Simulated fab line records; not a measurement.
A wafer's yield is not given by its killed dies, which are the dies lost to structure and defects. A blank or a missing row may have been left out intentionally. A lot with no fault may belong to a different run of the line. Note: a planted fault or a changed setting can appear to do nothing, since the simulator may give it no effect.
fab line records	flow nand-harc
[record] lots = 13	wafers = 39	last-day = 34
route steps=1302 shown THIN_TSV@1272 END@1302
lots with no fault: from the same line, run without faults
start-h: the number of hours between the record's first day and the start of the first shown wafer of the lot	wait-h: hours from the lot's prior step to this one	" as in the row above	L1.1+2: a single row standing in for several wafers	- value missing, or start not given	* or withheld: withheld	< > ~ a bound
route shown NAME@n: NAME is a module with steps in the file, n the number in the route of the first one	usual: average and standard deviation across the fault-free wafers	same: alike in all rows	chamber/n: place in a boat	sites: per-site readings	_std_site: how widely they spread, as a standard deviation	_edge_site: inner sites' mean taken away from outer sites' mean	radius-mm: for every site, how far away it sits from the centre of the wafer	mask NAME#n: copy n	behind: tool/chamber where the wafer was last shaped	hold: reason for holding the lot/hours on hold/outcome of the hold	device: the transistor (n, p or np) that didn't switch	end of line: the same wafers' tests at the end of the route	a step without rows: its recipe alone	killed: not the wafer's yield, but the dies lost to structure and defects at the first sort	map: a wafer's dies, marking killed ones x, the rest . and places with no die _
set.NAME: the run value of the setting; set.NAME@STEP: its run value at that earlier step	model.NAME: the simulator's own value behind a step, which no gauge read
one table for each step of the route and one row for each wafer, over a sample of lots
services: a tool's chamber out of use, with start hour (start-h, from the record's first day; less than 0 if before it), hours out, and reason
[[steps]]
[step NHARC_THIN_TSV_PVD_19]
[recipe] target-thk-a = 200	chamber-pressure-pa = 5	material = TaN
[usual] throttle-valve-pct = 29.6/1.2
lot.wafer	tool	chamber	start-h	wait-h	throttle-valve-pct
L397.4	pvd-sputter-02	-	-	-	29.2
L397.6	"	-	"	"	29.5
L397.5	"	-	"	"	29.2
L396.1	pvd-sputter-02	-	-	-	29.4
L396.4	"	-	"	"	29.1
L396.2	"	-	"	"	27.7
L398.3	pvd-sputter-01	-	-	-	30.0
L398.4	"	-	"	"	29.4
L398.5	"	-	"	"	30.9
L400.3	pvd-sputter-01	-	-	-	29.4
L400.5	"	-	"	"	30.2
L400.6	"	-	"	"	29.4
L399.3	pvd-sputter-01	-	-	-	30.0
L399.1	"	-	"	"	32.0
L399.5	"	-	"	"	29.9
L403.4	pvd-sputter-01	-	-	-	30.4
L403.2	"	-	"	"	29.3
L403.1	"	-	"	"	29.7
L413.2	pvd-sputter-03	-	-	-	29.0
L413.4	"	-	"	"	29.5
L413.1	"	-	"	"	32.3
L411.2	pvd-sputter-02	-	-	-	28.2
L411.1	"	-	"	"	29.6
L411.4	"	-	"	"	27.6
L412.3	pvd-sputter-02	-	-	-	28.4
L412.6	"	-	"	"	29.3
L412.5	"	-	"	"	27.3
L414.2	pvd-sputter-01	-	-	-	29.3
L414.1	"	-	"	"	30.0
L414.3	"	-	"	"	30.0
L416.3	pvd-sputter-02	-	-	-	29.0
L416.5	"	-	"	"	28.8
L416.6	"	-	"	"	29.4
L419.4	pvd-sputter-02	-	-	-	28.6
L419.3	"	-	"	"	29.5
L419.5	"	-	"	"	27.5
L417.2	pvd-sputter-03	-	-	-	30.5
L417.1	"	-	"	"	29.6
L417.6	"	-	"	"	30.6
[step NHARC_THIN_TSV_PVD_51]
[recipe] target-thk-a = 1000	chamber-pressure-pa = 5	material = Cu
[usual] throttle-valve-pct = 29.7/1.2
lot.wafer	tool	chamber	start-h	wait-h	throttle-valve-pct
L397.4	pvd-sputter-02	-	-	-	29.5
L397.6	"	-	"	"	29.3
L397.5	"	-	"	"	27.7
L396.1	pvd-sputter-02	-	-	-	29.5
L396.4	"	-	"	"	27.9
L396.2	"	-	"	"	29.3
L398.3	pvd-sputter-01	-	-	-	30.9
L398.4	"	-	"	"	29.2
L398.5	"	-	"	"	29.8
L400.3	pvd-sputter-01	-	-	-	31.8
L400.6	"	-	"	"	29.4
L400.5	"	-	"	"	29.9
L399.3	pvd-sputter-01	-	-	-	30.4
L399.1	"	-	"	"	29.3
L399.5	"	-	"	"	30.2
L403.2	pvd-sputter-01	-	-	-	31.9
L403.4	"	-	"	"	29.9
L403.1	"	-	"	"	29.5
L413.2	pvd-sputter-03	-	-	-	28.7
L413.4	"	-	"	"	29.4
L413.1	"	-	"	"	32.5
L411.4	pvd-sputter-02	-	-	-	28.4
L411.1	"	-	"	"	29.6
L411.2	"	-	"	"	27.8
L412.3	pvd-sputter-02	-	-	-	27.7
L412.5	"	-	"	"	29.4
L412.6	"	-	"	"	27.6
L414.3	pvd-sputter-01	-	-	-	31.8
L414.1	"	-	"	"	30.1
L414.2	"	-	"	"	29.4
L416.3	pvd-sputter-02	-	-	-	27.7
L416.6	"	-	"	"	28.6
L416.5	"	-	"	"	29.3
L419.3	pvd-sputter-02	-	-	-	28.6
L419.4	"	-	"	"	27.3
L419.5	"	-	"	"	28.7
L417.2	pvd-sputter-03	-	-	-	30.4
L417.1	"	-	"	"	29.5
L417.6	"	-	"	"	29.3
[step NHARC_THIN_TSV_ANNEAL_52]
[recipe] temp-c = 225	time-s = 90
[usual] wafer_temp_C_max = 226.5/0.38
[same] time-s = 90
lot.wafer	tool	chamber	start-h	wait-h	wafer_temp_C_max
L397.4	rtp-anneal-02	0	565.90	0.6	226.9
L397.5	"	0	"	"	226.4
L397.6	"	0	"	"	226.7
L396.1	rtp-anneal-02	0	567.03	0.6	226.8
L396.2	"	0	"	"	227.1
L396.4	"	0	"	"	226.4
L398.3	rtp-anneal-01	0	575.59	0.5	226.3
L398.4	"	0	"	"	226.2
L398.5	"	0	"	"	226.1
L400.3	rtp-anneal-02	0	596.10	0.5	226.7
L400.5	"	0	"	"	227.2
L400.6	"	0	"	"	226.5
L399.1	rtp-anneal-01	0	600.57	0.5	226.6
L399.3	"	0	"	"	226.2
L399.5	"	0	"	"	225.9
L403.1	rtp-anneal-01	0	625.73	0.6	227.2
L403.2	"	0	"	"	226.9
L403.4	"	0	"	"	226.4
L413.1	rtp-anneal-02	0	699.18	0.6	226.5
L413.2	"	0	"	"	227.1
L413.4	"	0	"	"	226.7
L411.1	rtp-anneal-02	0	700.43	0.6	227.3
L411.2	"	0	"	"	226.4
L411.4	"	0	"	"	226.6
L412.3	rtp-anneal-01	0	706.46	0.5	226.2
L412.5	"	0	"	"	225.7
L412.6	"	0	"	"	225.9
L414.1	rtp-anneal-01	0	734.35	0.5	225.9
L414.2	"	0	"	"	226.1
L414.3	"	0	"	"	226.3
L416.3	rtp-anneal-02	0	761.33	0.5	226.4
L416.5	"	0	"	"	226.5
L416.6	"	0	"	"	226.4
L419.3	rtp-anneal-02	0	787.94	0.5	226.7
L419.4	"	0	"	"	226.5
L419.5	"	0	"	"	226.5
L417.1	rtp-anneal-02	0	789.30	0.7	226.5
L417.2	"	0	"	"	226.7
L417.6	"	0	"	"	226.6
[step NHARC_THIN_TSV_ETCH_59]
[recipe] target-depth-a = 8800	icp-w = 900	bias-w = 100	Cl2_flow_sccm = 60	bcl3-flow-sccm = 30	time-s = 138.1	chemistry = Cl2/BCl3
[usual] drypump-motor-current-A = 5.6/0.58	he-backside-leak-sccm = 3.39/0.16	oes-product-au = 0.999/0.0087	run-length-s = 159.2/0.46	throttle-valve-pct = 22.265/0.0094
lot.wafer	tool	chamber	start-h	wait-h	drypump-motor-current-A	he-backside-leak-sccm	oes-product-au	rf-hours-counter-h	run-length-s	throttle-valve-pct
L397.4	rie-metal-03	1	567.97	0.2	5.2	3.34	1.013	-	159.1	22.272
L397.6	"	0	"	"	4.9	3.46	0.995	-	159.6	22.261
L397.5	"	1	"	"	5.2	3.17	1.017	-	159.4	22.265
L396.2	rie-metal-02	1	569.27	0.1	5.5	3.41	0.991	1.8	158.4	22.259
L396.1	"	0	"	"	6.3	3.06	1.004	1.8	159.1	22.278
L396.4	"	1	"	"	5.5	3.43	0.988	-	158.7	22.260
L398.3	rie-metal-03	0	577.81	0.2	4.9	3.35	1.004	-	159.7	22.265
L398.4	"	1	"	"	5.3	3.49	1.022	-	159.8	22.261
L398.5	"	1	"	"	5.3	3.42	1.020	-	159.1	22.268
L400.3	rie-metal-01	1	598.21	0.2	6.7	3.24	1.000	-	159.6	22.270
L400.6	"	0	"	"	5.5	3.38	0.990	-	159.2	22.277
L400.5	"	1	"	"	6.7	2.97	1.002	-	159.5	22.270
L399.1	rie-metal-03	1	602.69	0.1	5.2	3.43	1.001	1.4	159.7	22.257
L399.3	"	1	"	"	5.2	3.41	1.013	-	159.4	22.262
L399.5	"	0	"	"	4.9	3.44	0.998	-	159.3	22.258
L403.2	rie-metal-02	0	627.96	0.1	6.3	3.19	0.996	2.9	159.2	22.267
L403.1	"	1	"	"	5.5	3.53	0.995	2.9	159.1	22.254
L403.4	"	1	"	"	5.4	3.52	0.982	-	158.5	22.273
L413.2	rie-metal-01	0	701.28	0.1	5.5	3.48	0.998	1.7	159.6	22.280
L413.1	"	1	"	"	6.7	3.41	0.995	2.7	159.6	22.263
L413.4	"	1	"	"	6.7	3.40	1.007	-	159.6	22.276
L411.1	rie-metal-02	1	702.54	0.1	5.5	3.46	0.999	1.8	196.8	22.255
L411.2	"	1	"	"	5.5	3.38	0.987	-	196.1	22.257
L411.4	"	1	"	"	5.5	3.38	0.990	-	196.6	22.261
L412.3	rie-metal-02	1	708.72	0.3	5.5	3.53	1.005	-	196.3	22.271
L412.5	"	1	"	"	5.5	3.40	0.996	-	196.1	22.254
L412.6	"	1	"	"	5.5	3.50	0.992	-	196.5	22.259
L414.1	rie-metal-01	1	736.63	0.1	6.7	3.21	0.998	3.3	159.6	22.286
L414.2	"	0	"	"	5.5	3.54	1.004	2.2	159.5	22.257
L414.3	"	1	"	"	6.7	3.13	1.015	-	159.5	22.265
L416.3	rie-metal-03	1	763.78	0.2	5.2	3.38	1.006	-	159.1	22.260
L416.5	"	1	"	"	5.3	3.27	1.009	-	159.1	22.269
L416.6	"	0	"	"	4.9	3.39	1.004	-	159.6	22.263
L419.4	rie-metal-02	1	790.02	0.2	5.5	3.48	0.990	-	158.4	22.249
L419.3	"	0	"	"	6.3	3.29	0.993	-	159.2	22.254
L419.5	"	0	"	"	6.3	3.03	0.986	-	159.2	22.270
L417.2	rie-metal-03	0	791.50	0.1	4.9	3.43	1.002	1.4	159.5	22.258
L417.1	"	1	"	"	5.2	3.37	1.002	1.4	159.4	22.260
L417.6	"	0	"	"	4.9	3.37	1.000	-	159.7	22.268
[step NHARC_END_SORT_01]
[recipe] temp-c = 25
[usual] defect-limited-yield = 91.0/2.6	killed-at-array = 57/17	killed-at-other = 0.5/0.82	killed-at-periphery = 4.0/2.8	killed-dies = 61/18	killed-open = 2.9/2	killed-short = 2.3/1.7
[same] gross-dies = 677
lot.wafer	tool	chamber	start-h	wait-h	defect-limited-yield[%]	killed-at-array	killed-at-other	killed-at-periphery	killed-dies	killed-open	killed-short
L419.3	prober-01	0	804.77	3.1	95.3	31	0	1	32	4	0
L419.4	prober-01	0	805.57	3.4	92.3	41	2	9	52	4	5
L419.5	prober-01	0	806.38	3.7	94.1	35	2	3	40	0	1
// killed by level:class
L419.3 A_CHANNEL_HOLE_D1:chamber-film-flake=15 A_SLIT:chamber-film-flake=4 A_CHANNEL_HOLE_D2:chamber-film-flake=3 A_CONTACT:chamber-film-flake=3 A_M1:chamber-film-flake=2 P_M0:geometric-particle:open=1 A_ONON_D1:geometric-particle:open=1 A_CHANNEL_FILL_D1:geometric-particle:open=1
L419.4 A_CHANNEL_HOLE_D1:chamber-film-flake=19 A_SLIT:chamber-film-flake=6 A_CONTACT:chamber-film-flake=6 P_CONTACT:geometric-particle:open=3 P_M2:chamber-film-flake=3 P_ZERO_WELL:chamber-film-flake=2 A_M1:chamber-film-flake=2 THIN_TSV:chamber-film-flake=2
L419.5 A_CHANNEL_HOLE_D1:chamber-film-flake=20 A_CONTACT:chamber-film-flake=7 A_SLIT:chamber-film-flake=4 THIN_TSV:chamber-film-flake=2 A_CHANNEL_HOLE_D2:geometric-particle:short=1 P_ZERO_WELL:chamber-film-flake=1 P_GATE:chamber-film-flake=1 P_M2:chamber-film-flake=1
[[services]]
tool	chamber	start-h	hours	kind
rie-metal-03	-	551.72	1.0	repair
pvd-sputter-02	-	554.03	4.9	repair
pvd-sputter-01	-	563.71	6.7	repair
rie-metal-01	-	575.00	9.0	pm
rie-metal-02	-	581.09	2.5	repair
pvd-sputter-01	-	582.04	10.0	pm
pvd-sputter-03	-	591.39	1.1	repair
rie-metal-01	0	608.26	22.0	repair
rie-metal-02	-	631.00	9.0	pm
rie-metal-02	0	631.00	9.0	vent-cycle
rie-metal-02	1	631.00	9.0	vent-cycle
pvd-sputter-02	-	638.00	10.0	pm
rie-metal-02	0	640.00	-	clean
rie-metal-02	1	640.00	-	clean
rie-metal-02	0	675.20	63.8	repair
rie-metal-03	-	696.00	9.0	pm
pvd-sputter-02	-	699.73	1.8	repair
pvd-sputter-03	-	704.06	10.0	pm
rie-metal-03	-	714.03	1.7	repair
rtp-anneal-02	-	744.00	12.0	pm
rie-metal-03	0	746.83	2.5	repair
rie-metal-01	-	752.00	9.0	pm
pvd-sputter-03	-	758.37	3.6	repair
pvd-sputter-01	-	760.04	10.0	pm
[[key]]
[first-sign] step = NHARC_THIN_TSV_ETCH_59	reading = run-length-s	direction = up	sigmas = 80	usual = *	struck = *
effect none on later readings
met-at NHARC_THIN_TSV_ETCH_59
struck-lots L411,L412
not-acting-at NHARC_THIN_TSV_PVD_19,NHARC_THIN_TSV_PVD_51,NHARC_THIN_TSV_ANNEAL_52
onset-between 627.96 702.54
[fault] kind = process-parameter-drift	tool = rie-metal-02	chamber = -	onset-h = 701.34	steps = NHARC_THIN_TSV_ETCH_59	channel = time-s	offset = *	shape = step	end-h = 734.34	acts-in = *	stated = *
